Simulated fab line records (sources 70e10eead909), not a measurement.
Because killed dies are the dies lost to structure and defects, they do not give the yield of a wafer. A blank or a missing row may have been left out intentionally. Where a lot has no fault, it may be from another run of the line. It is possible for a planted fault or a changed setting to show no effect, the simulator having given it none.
Chamber matching | flow nand-harc | NHARC_P_M1_DESCUM_14 on rie-diel-05 has 4 sister chambers
The step chemistry O2, time 3 s. 8 wafers are shown with their chamber, then 10 later ones without.

== EACH WAFER AND ITS CHAMBER ==
wafer  | chamber | showerhead-plenum-p-Torr (Torr) | rf-vpp-V (V)
L082.6 | 0       | 1.98                            | 58.6
L083.4 | 0       | 1.97                            | 57.8
L086.1 | 2       | 2.00                            | 58.0
L086.2 | 1       | 1.93                            | 57.1
L086.5 | 1       | 1.93                            | 57.7
L087.5 | 3       | 1.78                            | 56.4
L087.6 | 2       | 2.00                            | 58.4
L089.1 | 3       | 1.78                            | 57.1

== WAFERS MISSING THEIR CHAMBER ==
wafer  | showerhead-plenum-p-Torr (Torr) | rf-vpp-V (V)
L089.2 | 2.00                            | 58.1
L089.3 | 1.97                            | 57.0
L088.2 | 1.97                            | 58.7
L088.5 | 1.93                            | 57.6
L093.1 | 1.78                            | 56.9
L093.2 | 1.93                            | 58.3
L093.5 | 1.97                            | 57.8
L097.1 | 1.97                            | 58.6
L097.3 | 1.93                            | 57.5
L097.6 | 1.93                            | 58.0

== THE CHAMBER EACH PASSED THROUGH ==
wafer  | from the rows above | in truth
L089.2 | 2                   | 2
L089.3 | 0                   | 0
L088.2 | 0                   | 0
L088.5 | 1                   | 1
L093.1 | 3                   | 3
L093.2 | 1                   | 1
L093.5 | 0                   | 0
L097.1 | 0                   | 0
L097.3 | 1                   | 1
L097.6 | 1                   | 1
Placed correctly: 10 of 10. From these rows, 0 cannot be placed. 0 placed wrongly.
How it was worked out, from the rows above alone: a wafer's distance from a chamber is the root of the sum, over the readings, of the square of ((its reading less the chamber's mean) divided by the reading's scatter). If the next closest chamber is less than 2 further off than the closest, the wafer can't be placed; otherwise it belongs to the closest. A chamber's mean is the mean of its shown wafers. How the scatter is found: for the shown wafers, subtract from each reading the mean of its chamber, square and add these, divide the total by (wafers less chambers), then take the root.
